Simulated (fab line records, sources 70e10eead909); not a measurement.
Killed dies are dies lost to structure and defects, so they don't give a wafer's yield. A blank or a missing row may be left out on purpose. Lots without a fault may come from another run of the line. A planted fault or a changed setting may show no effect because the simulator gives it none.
Chamber matching | flow nand_harc | NHARC_A_CHANNEL_FILL_D2_ALD_16 on ald_hk-01: 4 sister chambers
The step deposits SiO2, target thk 1.5 nm, pulse time 10 s, ald cycles 15. 4 wafers are shown with their chamber, then 10 later ones without.

WAFERS WITH THEIR CHAMBER
wafer  | chamber | heater_power_outer_w (W)
L083.6 | 2       | 257
L086.1 | 1       | 220
L088.1 | 0       | 254
L088.2 | 3       | 257

WAFERS WITHOUT THEIR CHAMBER
wafer  | heater_power_outer_w (W)
L088.4 | 258
L090.3 | 241
L090.5 | 247
L090.6 | 252
L096.1 | 253
L096.4 | 261
L096.5 | 218
L097.2 | 254
L097.3 | 220
L097.6 | 256

WHICH CHAMBER EACH WENT THROUGH
wafer  | from the rows above               | in truth
L088.4 | can't be placed: 2 or 3 or 0      | 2
L090.3 | can't be placed: 0 or 2 or 3 or 1 | 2
L090.5 | can't be placed: 0 or 2 or 3      | 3
L090.6 | can't be placed: 0 or 2 or 3      | 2
L096.1 | can't be placed: 0 or 2 or 3      | 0
L096.4 | can't be placed: 2 or 3 or 0      | 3
L096.5 | 1                                 | 1
L097.2 | can't be placed: 0 or 2 or 3      | 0
L097.3 | 1                                 | 1
L097.6 | can't be placed: 2 or 3 or 0      | 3
Placed correctly: 2 of 10. Can't be placed from these rows: 8 (the true chamber is among the candidates in 8). Placed wrongly: 0.
How it was worked out, from the rows above alone: a wafer's distance from a chamber is the root of the sum, over the readings, of the square of ((its reading less the chamber's mean) divided by the reading's scatter). The wafer belongs to the nearest chamber; if the next one is less than 2 further off, it can't be placed. A chamber's mean is the mean of its shown wafers. The scatter: with one shown wafer a chamber, the root of the mean of the squares of how far each hidden wafer lies from its nearest shown one.
